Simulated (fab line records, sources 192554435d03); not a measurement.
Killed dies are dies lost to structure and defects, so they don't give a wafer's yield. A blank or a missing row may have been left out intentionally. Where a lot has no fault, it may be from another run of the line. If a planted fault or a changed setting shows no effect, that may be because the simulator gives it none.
Chamber matching | flow n5_finfet | N5_BEOL_M6_PECVD_70 on pecvd-04 has 3 sister chambers
The step deposits SiO2 from TEOS/O2, target thk 20 nm, time 22.7 s. 3 wafers are shown with their chamber, then 11 later ones without.

== EACH WAFER AND ITS CHAMBER ==
wafer  | chamber | throttle_valve_pct (%)
L089.5 | 1       | 24.0
L088.2 | 2       | 21.5
L092.1 | 0       | 23.4

== WAFERS WHOSE CHAMBER IS MISSING ==
wafer  | throttle_valve_pct (%)
L092.2 | 21.4
L092.4 | 21.7
L094.1 | 21.5
L094.3 | 23.3
L094.4 | 23.9
L093.1 | 23.3
L093.3 | 21.6
L093.5 | 23.4
L096.2 | 23.4
L096.4 | 23.6
L096.6 | 21.5

== WHICH CHAMBER EACH WENT THROUGH ==
wafer  | from the rows above     | in truth
L092.2 | 2                       | 2
L092.4 | 2                       | 2
L094.1 | 2                       | 2
L094.3 | 0                       | 0
L094.4 | 1                       | 1
L093.1 | 0                       | 0
L093.3 | 2                       | 2
L093.5 | 0                       | 0
L096.2 | 0                       | 0
L096.4 | can't be placed: 0 or 1 | 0
L096.6 | 2                       | 2
Correct placement for 10 of the 11. These rows do not allow placing 1 (true chamber among the candidates in 1). 0 placed wrongly.
How it was worked out, from the rows above alone: a wafer's distance from a chamber is the root of the sum, over the readings, of the square of ((its reading less the chamber's mean) divided by the reading's scatter). If the next closest chamber is less than 2 further off than the closest, the wafer can't be placed; otherwise it belongs to the closest. Each chamber's mean is taken over the wafers shown for it. The scatter: with one shown wafer a chamber, the root of the mean of the squares of how far each hidden wafer lies from its nearest shown one.
